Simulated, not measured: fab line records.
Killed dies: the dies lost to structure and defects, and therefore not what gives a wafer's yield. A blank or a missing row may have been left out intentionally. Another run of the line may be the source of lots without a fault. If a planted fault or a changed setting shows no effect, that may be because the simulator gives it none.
Matching of chambers | flow nand_harc | pecvd-02 running NHARC_A_STAIRCASE_DEP_156: 3 sister chambers
The step deposits SiNx, target thk 50 nm. 3 wafers are shown with their chamber, then 9 later ones without.

WAFERS PAIRED WITH THEIR CHAMBERS
wafer  | chamber | heater_power_w (W)
L089.1 | 0       | 725
L089.4 | 2       | 605
L089.5 | 1       | 728

WAFERS WITHOUT THEIR CHAMBER
wafer  | heater_power_w (W)
L089.2 | 610
L089.3 | 728
L089.6 | 721
L090.1 | 832
L090.2 | 524
L090.5 | 783
L097.1 | 703
L097.4 | 771
L097.6 | 717

WHICH CHAMBER EACH ONE RAN IN
wafer  | from the rows above          | in truth
L089.2 | 2                            | 2
L089.3 | can't be placed: 1 or 0      | 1
L089.6 | can't be placed: 0 or 1      | 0
L090.1 | can't be placed: 1 or 0      | 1
L090.2 | 2                            | 2
L090.5 | can't be placed: 1 or 0      | 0
L097.1 | can't be placed: 0 or 1 or 2 | 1
L097.4 | can't be placed: 1 or 0      | 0
L097.6 | can't be placed: 0 or 1      | 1
Correctly placed: 2 of 9. From these rows, 7 cannot be placed; in 7 the true chamber is one of the candidates. Placed wrongly: 0.
How it was worked out, from the rows above alone: a wafer's distance from a chamber is the root of the sum, over the readings, of the square of ((its reading less the chamber's mean) divided by the reading's scatter). The wafer belongs to the nearest chamber; if the next one is less than 2 further off, it can't be placed. A chamber's mean is the mean of its shown wafers. The scatter: with one shown wafer a chamber, the root of the mean of the squares of how far each hidden wafer lies from its nearest shown one.
